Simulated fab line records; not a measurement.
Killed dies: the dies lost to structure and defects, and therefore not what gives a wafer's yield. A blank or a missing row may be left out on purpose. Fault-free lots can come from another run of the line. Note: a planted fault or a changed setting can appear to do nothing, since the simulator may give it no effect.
The same fault as seen by 2 desks / flow n5 finfet / every desk sees just its own numbers, and what lay behind them comes last

## METROLOGY DESK
Lot by lot, what the gauges showed, no matter which tool ran the lot: averages of those sampled wafers that carry a number. If a lot's mean is further than 4 standard deviations from the usual mean, the lot is out of limits and carries the mark OUT (the distance appears in the brackets).
Columns: A = M15_ILD_THK at N5_BEOL_M15_THK_MEAS_01, usual 1630 nm; B = cd nm at N5_BEOL_M15_CD_MEAS_17, usual 362.0 nm
lot=L476; first seen here=day 11 07:26; A=1623; B=362.6
lot=L478; first seen here=day 12 08:20; A=1641; B=362.8
lot=L482; first seen here=day 13 16:29; A=1614; B=363.5
lot=L483; first seen here=day 14 00:08; A=1639; B=361.2
lot=L485; first seen here=day 14 00:52; A=1651; B=362.7
lot=L487; first seen here=day 15 06:03; A=1615; B=363.3
lot=L486; first seen here=day 15 06:44; A=1607; B=362.6
lot=L490; first seen here=day 15 13:40; A=1642; B=361.8
lot=L494; first seen here=day 16 12:34; A=1640; B=361.6
lot=L495; first seen here=day 17 00:31; A=1631; B=362.7
lot=L497; first seen here=day 17 13:54; A=1638; B=362.5
lot=L499; first seen here=day 18 13:07; A=1639; B=362.1
Finding of this desk: none of the 12 lots has anything out of limits.

## THE TOOL OWNER'S DESK: krf scanner-01
The tool's own readings at N5_BEOL_M15_EXPOSE_25 (exposes mask M15, target cd 400 nm): means of the sampled wafers that have a number, for each lot that ran on this tool. If a lot's mean is further than 4 standard deviations from the usual mean, the lot is out of limits and carries the mark OUT (the distance appears in the brackets).
Columns: A = exposure dose mJ cm2 at N5_BEOL_M15_EXPOSE_25, usual 35.47; B = reticle temp C at N5_BEOL_M15_EXPOSE_25, usual 23.00 C
lot=L478; first seen here=day 12 10:20; A=35.47; B=23.00
lot=L483; first seen here=day 14 01:59; A=35.47; B=22.80
lot=L487; first seen here=day 15 07:46; A=35.48; B=22.96
lot=L486; first seen here=day 15 08:20; A=35.48; B=23.09
lot=L494; first seen here=day 16 14:11; A=36.26 (+21) OUT; B=22.94
lot=L495; first seen here=day 17 02:12; A=36.08 (+16) OUT; B=23.06
This desk's finding: out of limits on L494, L495; first on L494, day 16 14:11 (exposure dose mJ cm2 at N5_BEOL_M15_EXPOSE_25). Within limits: L478, L483, L487, L486.

## PUT TOGETHER
The tool owner's desk had the chance to raise an alarm at day 16 14:11 on L494, L495.
The metrology desk saw nothing out of limits.
The metrology desk holds a record of L494, L495, inside its limits.
Every lot named ran N5_BEOL_M15_EXPOSE_25 on krf scanner-01.

## WHAT THE SIMULATOR HAD PUT IN
Process parameter drift: krf scanner-01, from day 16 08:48 on, at N5_BEOL_M15_EXPOSE_25. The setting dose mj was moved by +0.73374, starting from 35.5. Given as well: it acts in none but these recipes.
Shown lots that were struck: L494, L495.
Hours from the fault's start to each desk's first reading out of limits: the tool owner's desk, 5.
